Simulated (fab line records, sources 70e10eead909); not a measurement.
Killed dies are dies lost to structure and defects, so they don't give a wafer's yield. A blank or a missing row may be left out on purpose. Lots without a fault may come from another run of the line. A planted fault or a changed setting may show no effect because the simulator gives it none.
Chamber matching | flow nand_harc | NHARC_A_SGD_CUT_ETCH_58 on rie_diel-02: 4 sister chambers
The step etches the open film in CF4, target depth 39 nm, time 65 s. 4 wafers are shown with their chamber, then 7 later ones without.

WAFERS WITH THEIR CHAMBER
wafer  | chamber | drypump_motor_current_A (A)
L933.1 | 2       | 5.4
L949.4 | 0       | 5.6
L950.3 | 1       | 6.1
L950.5 | 3       | 5.9

WAFERS WITHOUT THEIR CHAMBER
wafer  | drypump_motor_current_A (A)
L950.6 | 5.4
L951.1 | 5.4
L951.3 | 5.9
L951.4 | 5.3
L952.1 | 5.9
L952.3 | 5.4
L952.5 | 5.9

WHICH CHAMBER EACH WENT THROUGH
wafer  | from the rows above | in truth
L950.6 | 2                   | 2
L951.1 | 2                   | 2
L951.3 | 3                   | 3
L951.4 | 2                   | 2
L952.1 | 3                   | 3
L952.3 | 2                   | 2
L952.5 | 3                   | 3
Placed correctly: 7 of 7. Can't be placed from these rows: 0. Placed wrongly: 0.
How it was worked out, from the rows above alone: a wafer's distance from a chamber is the root of the sum, over the readings, of the square of ((its reading less the chamber's mean) divided by the reading's scatter). The wafer belongs to the nearest chamber; if the next one is less than 2 further off, it can't be placed. A chamber's mean is the mean of its shown wafers. The scatter: with one shown wafer a chamber, the root of the mean of the squares of how far each hidden wafer lies from its nearest shown one.
